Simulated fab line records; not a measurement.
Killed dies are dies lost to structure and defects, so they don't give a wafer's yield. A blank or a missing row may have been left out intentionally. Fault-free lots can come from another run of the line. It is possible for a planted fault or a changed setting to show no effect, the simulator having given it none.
Matching of chambers + flow n5Finfet + N5_SD_EPI_P_SD_RECESS_17 on rieSi-02: 4 sister chambers
The step chemistry HBr/Cl2/O2, target depth 39.1 nm, bt time 3 s. 14 wafers are shown with their chamber, then 7 later ones without.

## WAFERS, EACH WITH ITS CHAMBER
| wafer  | chamber | drypumpMotorCurrentA (A) | oesProductAu (a.u.) | biasW (W) |
|--------|---------|--------------------------|---------------------|-----------|
| L078.1 | 1       | 5.1                      | 0.993               | 112.1     |
| L078.3 | 2       | 6.5                      | 0.977               | 111.6     |
| L078.6 | 3       | 5.8                      | 0.998               | 112.0     |
| L079.3 | 0       | 5.7                      | 0.996               | 111.6     |
| L079.4 | 1       | 5.1                      | 0.992               | 111.5     |
| L079.6 | 1       | 5.1                      | 0.999               | 111.7     |
| L080.3 | 3       | 5.9                      | 1.006               | 112.2     |
| L080.4 | 1       | 5.1                      | 0.991               | 112.4     |
| L080.5 | 0       | 5.7                      | 0.992               | 111.7     |
| L081.2 | 1       | 5.1                      | 0.990               | 111.9     |
| L081.4 | 0       | 5.7                      | 1.001               | 112.4     |
| L081.5 | 1       | 5.1                      | 1.001               | 112.4     |
| L082.1 | 1       | 5.1                      | 0.998               | 112.2     |
| L082.2 | 0       | 5.7                      | 0.997               | 112.0     |

SIGNATURES, as means of the wafers listed above
| reading              | chamber 0 | chamber 1 | chamber 2 | chamber 3 | scatter within a chamber |
|----------------------|-----------|-----------|-----------|-----------|--------------------------|
| drypumpMotorCurrentA | 5.700     | 5.100     | 6.500     | 5.850     | 0.0224                   |
| oesProductAu         | 0.99650   | 0.99486   | 0.97700   | 1.00200   | 0.00433                  |
| biasW                | 111.925   | 112.029   | 111.600   | 112.100   | 0.335                    |
Rule: a wafer's distance from a chamber is the root of the sum, over the readings, of the square of ((its reading less the chamber's mean) divided by the reading's scatter). If the next closest chamber is less than 2 further off than the closest, the wafer can't be placed; otherwise it belongs to the closest. The scatter: take each reading less its chamber's mean, square it, sum over the shown wafers, divide by the number of wafers less the number of chambers, and take the root.

## WAFERS WHOSE CHAMBER IS MISSING
| wafer  | drypumpMotorCurrentA (A) | oesProductAu (a.u.) | biasW (W) |
|--------|--------------------------|---------------------|-----------|
| L082.5 | 6.5                      | 0.977               | 112.2     |
| L085.3 | 6.5                      | 0.985               | 111.8     |
| L085.4 | 5.1                      | 0.989               | 111.8     |
| L085.5 | 6.5                      | 0.987               | 111.9     |
| L090.3 | 5.9                      | 1.009               | 112.2     |
| L090.4 | 6.5                      | 0.967               | 112.3     |
| L090.6 | 6.5                      | 0.986               | 111.9     |

## WHICH CHAMBER EACH WENT THROUGH
| wafer  | from the rows above | in truth |
|--------|---------------------|----------|
| L082.5 | 2                   | 2        |
| L085.3 | 2                   | 2        |
| L085.4 | 1                   | 1        |
| L085.5 | 2                   | 2        |
| L090.3 | 3                   | 3        |
| L090.4 | 2                   | 2        |
| L090.6 | 2                   | 2        |
7 of 7 placed correctly. Left unplaced by these rows: 0. Placed wrongly: 0.
